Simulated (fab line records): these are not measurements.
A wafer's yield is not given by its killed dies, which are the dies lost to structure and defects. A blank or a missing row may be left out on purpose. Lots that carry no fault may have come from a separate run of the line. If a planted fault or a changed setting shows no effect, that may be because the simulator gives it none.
Split-lot trial + flow n5Finfet + on a route of 1938 steps: 7 lots, 21 wafers read

== ON THE SPLIT ==
At N5_BEOL_M13_SPUTTER_44 (material Ta, target thk 10 nm, time 16.13 s), the setting powerW was moved away from the recipe's 15000 W on 6 of the 21 wafers read, by +11.9% to +17.6%. All remaining wafers had this setting at the recipe value.

The split's own step is where the reading is taken.

== THE READING ==
Ta_of_BEOL_M13_SPUTTER_44.thkNm (the simulator's own value, which no gauge read), in nm, at N5_BEOL_M13_SPUTTER_44 (material Ta, target thk 10 nm, time 16.13 s). No usual value for it is given in the file. The 15 wafers here that ran the recipe average 10.0 nm, standard deviation 0.17 nm.

| wafer  | tool, chamber at the split | powerW as run, W | against the recipe | Ta_of_BEOL_M13_SPUTTER_44.thkNm, nm | against lot-mates on the recipe |
|--------|----------------------------|------------------|--------------------|-------------------------------------|---------------------------------|
| L074.2 | pvdSputter-03, -           | 15000            | recipe             | 9.8                                 | -                               |
| L074.3 | pvdSputter-03, -           | 15000            | recipe             | 9.8                                 | -                               |
| L074.5 | pvdSputter-03, -           | 16790            | +11.9%             | 10.8                                | +1.0                            |
| L086.3 | pvdSputter-02, -           | 17240            | +14.9%             | 11.6                                | +1.4                            |
| L086.5 | pvdSputter-02, -           | 15000            | recipe             | 10.2                                | -                               |
| L086.6 | pvdSputter-02, -           | 17240            | +14.9%             | 11.8                                | +1.6                            |
| L081.1 | pvdSputter-02, -           | 15000            | recipe             | 9.8                                 | -                               |
| L081.2 | pvdSputter-02, -           | 15000            | recipe             | 10                                  | -                               |
| L081.4 | pvdSputter-02, -           | 15000            | recipe             | 10                                  | -                               |
| L090.2 | pvdSputter-02, -           | 17290            | +15.3%             | 11.4                                | +1.4                            |
| L090.6 | pvdSputter-02, -           | 17290            | +15.3%             | 11.4                                | +1.4                            |
| L090.3 | pvdSputter-02, -           | 15000            | recipe             | 10                                  | -                               |
| L089.3 | pvdSputter-03, -           | 17640            | +17.6%             | 11.8                                | +1.5                            |
| L089.4 | pvdSputter-03, -           | 15000            | recipe             | 10.4                                | -                               |
| L089.6 | pvdSputter-03, -           | 15000            | recipe             | 10.2                                | -                               |
| L087.3 | pvdSputter-01, -           | 15000            | recipe             | 10                                  | -                               |
| L087.5 | pvdSputter-01, -           | 15000            | recipe             | 10                                  | -                               |
| L087.4 | pvdSputter-01, -           | 15000            | recipe             | 9.8                                 | -                               |
| L093.3 | pvdSputter-01, -           | 15000            | recipe             | 10                                  | -                               |
| L093.6 | pvdSputter-01, -           | 15000            | recipe             | 10                                  | -                               |
| L093.4 | pvdSputter-01, -           | 15000            | recipe             | 10.2                                | -                               |

THE FIT
A straight line over all 21 wafers: Ta_of_BEOL_M13_SPUTTER_44.thkNm changes by +0.0983 nm for each +1% of powerW; r = +0.96; the points scatter about the line by 0.2 nm.
The same after taking each lot's own level away (the mean of its wafers on the recipe; 21 wafers): +0.0923 nm for each +1%; r = +0.99; scatter 0.096 nm.
Per that fit: largest powerW move, reading shift of 1.6 nm.
The lots' own levels span 9.80 to 10.30 nm, that is 2.9 times the standard deviation above.
Consequently the slope shifts little with the lot-to-lot level, the two slopes agreeing.
Check: +1.66 nm against its lot-mates is what the line predicts for one of the wafers moved furthest among these (+17.6%) when that wafer is left out of the fit. Against them it came out at +1.5 nm.

== FILE'S OWN FIT ==
Ta_of_BEOL_M13_SPUTTER_44.thkNm changes by +0.0904 nm for each +1% of powerW, r = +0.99.
